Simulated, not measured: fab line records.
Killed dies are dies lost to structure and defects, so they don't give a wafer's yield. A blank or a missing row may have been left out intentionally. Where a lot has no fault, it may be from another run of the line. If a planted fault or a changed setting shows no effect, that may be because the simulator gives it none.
Which tool was responsible?    flow nand harc    Sampling: 21 lots, 63 wafers, 4 of 1159 route steps

## WHAT THE GAUGES SHOWED, per wafer
NHARC_A_CONTACT_CD_MEAS_15.
lot   measured      on         cd nm (nm)
L074  day 17 05:31  cd sem-01  89.7 88.6 88.6
L077  day 17 16:19  cd sem-03  90.1 89.3 89.5
L078  day 17 23:57  cd sem-01  89.2 90.3 89.9
L079  day 18 05:03  cd sem-02  90.4 89.8 90.6
L080  day 18 18:08  cd sem-02  91.2 90.4 90.7
L081  day 19 01:34  cd sem-01  90.4 90.3 89.8
L082  day 19 10:30  cd sem-02  90.5 91.2 91.1
L084  day 19 12:43  cd sem-01  90.1 89.3 90.2
L085  day 19 16:35  cd sem-01  89.1 89.4 89.3
L086  day 19 22:40  cd sem-03  89.9 89.5 89.8
L088  day 20 00:55  cd sem-03  89.1 89.8 89.7
L087  day 20 01:19  cd sem-02  88.8 89.7 90.3
L089  day 21 17:13  cd sem-03  90.0 89.9 90.6
L092  day 21 17:43  cd sem-03  90.7 91.0 90.4
L090  day 21 20:09  cd sem-03  90.1 91.5 90.5
L091  day 21 22:43  cd sem-03  89.4 89.7 90.2
L093  day 22 03:37  cd sem-01  90.1 89.6 90.4
L094  day 22 06:52  cd sem-01  90.3 89.9 90.7
L096  day 22 10:01  cd sem-01  89.8 90.6 89.7
L095  day 22 14:52  cd sem-03  91.1 90.3 89.7
L097  day 23 00:11  cd sem-01  90.0 90.4 90.4

## WHAT TOOL EACH LOT RAN ON (gives the tool, then ch and the chambers of the sampled wafers, and finally the start)
lot   NHARC_A_CONTACT_DEP_85           NHARC_A_CONTACT_ETCH_31                        NHARC_A_CONTACT_ETCH_98
L074  pecvd-01 ch 1,2, day 17 02:25    rie diel-04 ch 0,3, day 17 05:31 or earlier    rie diel-07 ch 0,2, day 17 05:31 or earlier
L077  pecvd-02 ch 0,1,2, day 17 13:17  rie diel-04 ch 0,1,2, day 17 16:19 or earlier  rie diel-04 ch 0,1,2, day 17 16:19 or earlier
L078  pecvd-01 ch 0,1,2, day 17 20:43  rie diel-02 ch 0,2,3, day 17 23:52 or earlier  rie diel-04 ch 1,2, day 17 23:52
L079  pecvd-02 ch 0,1,2, day 18 01:16  rie diel-04 ch 0,1,2, day 18 04:58 or earlier  rie diel-04 ch 0,2, day 18 04:58
L080  pecvd-02 ch 1,2, day 18 14:52    rie diel-02 ch 0,1,3, day 18 18:08 or earlier  rie diel-07 ch 0,1,3, day 18 18:08 or earlier
L081  pecvd-02 ch 1,2, day 18 22:22    rie diel-07 ch 0,3, day 19 01:34 or earlier    rie diel-07 ch 1,2,3, day 19 01:34 or earlier
L082  pecvd-04 ch 0,2, day 19 07:16    rie diel-02 ch 0,1,2, day 19 10:30 or earlier  rie diel-07 ch 1,2,3, day 19 10:30 or earlier
L084  pecvd-02 ch 0,1,2, day 19 09:27  rie diel-07 ch 0,1,3, day 19 12:43 or earlier  rie diel-04 ch 0,3, day 19 12:43 or earlier
L085  pecvd-01 ch 0,1, day 19 13:26    rie diel-04 ch 0,1,2, day 19 16:31 or earlier  rie diel-04 ch 1,2, day 19 16:31
L086  pecvd-02 ch 0,1,2, day 19 19:34  rie diel-02 ch 0,2, day 19 22:40 or earlier    rie diel-04 ch 0,1,3, day 19 22:40 or earlier
L088  pecvd-04 ch 0,2, day 19 21:38    rie diel-02 ch 1,2,3, day 20 00:55 or earlier  rie diel-04 ch 1,2, day 20 00:55 or earlier
L087  pecvd-04 ch 0,2, day 19 22:17    rie diel-04 ch 0,3, day 20 01:19 or earlier    rie diel-04 ch 0,1, day 20 01:19 or earlier
L089  pecvd-02 ch 1,2, day 21 13:33    rie diel-02 ch 0,1,2, day 21 17:13 or earlier  rie diel-07 ch 0,1,3, day 21 17:13 or earlier
L092  pecvd-02 ch 0,1,2, day 21 13:48  rie diel-07 ch 1,2,3, day 21 17:43 or earlier  rie diel-07 ch 0,1,3, day 21 17:43 or earlier
L090  pecvd-01 ch 0,1,2, day 21 17:05  rie diel-04 ch 0,1, day 21 20:09 or earlier    rie diel-04 ch 1,2,3, day 21 20:09 or earlier
L091  pecvd-02 ch 0,1,2, day 21 19:16  rie diel-04 ch 0,1,3, day 21 22:43 or earlier  rie diel-04 ch 0,2,3, day 21 22:43 or earlier
L093  pecvd-01 ch 0,1, day 21 23:58    rie diel-07 ch 2,3, day 22 03:37 or earlier    rie diel-04 ch 0,1,2, day 22 03:37 or earlier
L094  pecvd-04 ch 0,1,2, day 22 03:43  rie diel-04 ch 0,2,3, day 22 06:52 or earlier  rie diel-04 ch 2,3, day 22 06:52 or earlier
L096  pecvd-02 ch 0,1,2, day 22 06:42  rie diel-04 ch 0,1,3, day 22 10:01 or earlier  rie diel-04 ch 0,1,3, day 22 10:01 or earlier
L095  pecvd-04 ch 0,2, day 22 11:38    rie diel-02 ch 0,3, day 22 14:52 or earlier    rie diel-04 ch 0,1,3, day 22 14:52 or earlier
L097  pecvd-04 ch 0,1, day 22 21:01    rie diel-04 ch 0,1,3, day 23 00:11 or earlier  rie diel-07 ch 0,1, day 23 00:11 or earlier
- NHARC_A_CONTACT_DEP_85: deposits SiON, target thk 50 nm.
- NHARC_A_CONTACT_ETCH_31: etches the open film in O2/COS, target depth 2000 nm, time 520 s.
- NHARC_A_CONTACT_ETCH_98: etches the open film in C4F6/O2, target depth 20 nm, time 10 s.

## AS READ BY THE TOOLS THEMSELVES (means over the sampled wafers that have a number; for cases with no such wafer, the mark the record gives instead)
NHARC_A_CONTACT_DEP_85.
lot   tool      heater power w (W)  showerhead vpp V (V)  susceptor temp C (C)
L074  pecvd-01  759                 1154                  399.88
L077  pecvd-02  779                 1123                  399.73
L078  pecvd-01  735                 1164                  400.18
L079  pecvd-02  774                 1121                  400.07
L080  pecvd-02  741                 1083                  400.31
L081  pecvd-02  691                 1094                  399.73
L082  pecvd-04  785                 1134                  399.89
L084  pecvd-02  759                 1107                  400.05
L085  pecvd-01  663                 1229                  400.03
L086  pecvd-02  712                 1106                  399.99
L088  pecvd-04  815                 1141                  399.95
L087  pecvd-04  772                 1130                  400.16
L089  pecvd-02  697                 1100                  400.11
L092  pecvd-02  789                 1114                  400.09
L090  pecvd-01  728                 1173                  399.93
L091  pecvd-02  757                 1122                  399.98
L093  pecvd-01  685                 1236                  399.88
L094  pecvd-04  702                 1162                  400.06
L096  pecvd-02  772                 1126                  400.00
L095  pecvd-04  733                 1129                  400.09
L097  pecvd-04  696                 1177                  400.18

NHARC_A_CONTACT_ETCH_31.
lot   tool         chamber pressure mTorr (mTorr)  drypump motor current A (A)  oes product au (a.u.)  rf vpp V (V)  showerhead plenum p Torr (Torr)  throttle valve pct (%)
L074  rie diel-04  20.025                          5.4                          1.012                  313.5         3.04                             28.335
L077  rie diel-04  20.001                          5.4                          1.001                  313.1         3.05                             28.344
L078  rie diel-02  19.997                          5.7                          0.985                  313.4         3.06                             28.334
L079  rie diel-04  19.991                          5.4                          0.991                  313.1         3.05                             28.326
L080  rie diel-02  20.004                          5.8                          0.997                  312.9         3.03                             28.331
L081  rie diel-07  20.005                          5.7                          1.006                  315.5         3.22                             28.325
L082  rie diel-02  19.996                          6.0                          0.984                  312.4         3.06                             28.328
L084  rie diel-07  19.985                          5.8                          1.002                  315.3         3.20                             28.330
L085  rie diel-04  20.009                          5.4                          0.996                  312.8         3.05                             28.330
L086  rie diel-02  19.982                          5.9                          0.979                  312.6         3.07                             28.328
L088  rie diel-02  20.000                          5.8                          0.988                  312.1         3.08                             28.327
L087  rie diel-04  19.981                          6.0                          1.008                  314.3         3.14                             28.332
L089  rie diel-02  19.973                          6.0                          0.999                  312.3         3.05                             28.330
L092  rie diel-07  20.017                          5.9                          1.000                  315.2         3.16                             28.337
L090  rie diel-04  19.992                          5.4                          0.987                  314.0         3.10                             28.330
L091  rie diel-04  20.014                          5.7                          1.002                  314.6         3.11                             28.328
L093  rie diel-07  19.998                          6.1                          0.999                  315.5         3.18                             28.324
L094  rie diel-04  20.009                          5.7                          0.998                  314.1         3.06                             28.325
L096  rie diel-04  20.022                          5.7                          0.998                  314.3         3.11                             28.327
L095  rie diel-02  20.002                          5.8                          1.000                  311.9         2.99                             28.336
L097  rie diel-04  19.994                          5.7                          1.005                  314.3         3.11                             28.333

NHARC_A_CONTACT_ETCH_98.
lot   tool         chamber pressure mTorr (mTorr)  drypump motor current A (A)  oes product au (a.u.)  rf vpp V (V)  showerhead plenum p Torr (Torr)  throttle valve pct (%)
L074  rie diel-07  29.998                          5.8                          0.942                  546.9         3.94                             26.908
L077  rie diel-04  30.012                          5.4                          0.943                  544.7         3.84                             26.908
L078  rie diel-04  29.985                          5.7                          0.942                  545.5         3.87                             26.911
L079  rie diel-04  29.986                          5.1                          0.985                  543.2         3.73                             26.916
L080  rie diel-07  29.994                          5.8                          1.008                  548.5         4.03                             26.911
L081  rie diel-07  29.997                          6.0                          0.955                  547.9         3.99                             26.905
L082  rie diel-07  29.973                          5.9                          0.966                  548.4         3.98                             26.912
L084  rie diel-04  29.999                          5.4                          1.004                  543.8         3.82                             26.897
L085  rie diel-04  30.012                          5.8                          0.971                  545.6         3.87                             26.907
L086  rie diel-04  29.997                          5.8                          0.981                  546.3         3.92                             26.899
L088  rie diel-04  29.999                          5.7                          0.927                  546.0         3.93                             26.912
L087  rie diel-04  30.030                          5.4                          0.930                  545.7         3.90                             26.899
L089  rie diel-07  30.013                          5.8                          0.995                  548.0         4.01                             26.907
L092  rie diel-07  30.009                          5.8                          0.942                  548.6         4.01                             26.909
L090  rie diel-04  30.002                          6.0                          0.953                  547.7         3.95                             26.906
L091  rie diel-04  30.002                          5.7                          0.940                  545.0         3.85                             26.903
L093  rie diel-04  30.009                          5.4                          0.945                  544.2         3.83                             26.912
L094  rie diel-04  30.002                          6.1                          0.940                  545.4         3.88                             26.902
L096  rie diel-04  29.988                          5.7                          0.946                  546.2         3.92                             26.905
L095  rie diel-04  29.996                          5.7                          0.946                  546.4         3.92                             26.907
L097  rie diel-07  30.006                          5.6                          1.009                  547.9         3.97                             26.904

## THE ANSWER, worked out from the rows above alone
Rule: the usual values come from the lots themselves. The widest of any qualifying gaps counts: lots, ordered by their means at a reading, are off when they make up no more than a third of the lots, leave a main group of 4 or more, and stand apart from it by 3 or more times the standard deviation of that group's means. Not used: any main group whose means are identical at the precision the tables above print for the reading. Also off: a lot with no number at a reading for which 4 or more lots have one. Any other lot the step has rows for is counted as sound. Order of review: gauges by route order, followed by the tools' own readings, for which a lot's mean as printed above is used. At the first step where some lot is off, the reading lying furthest off is the one used; lots without a number count as furthest.
None of the lots is off at any reading shown; this tells nothing.

## WHAT THE SIMULATOR HAD INSERTED
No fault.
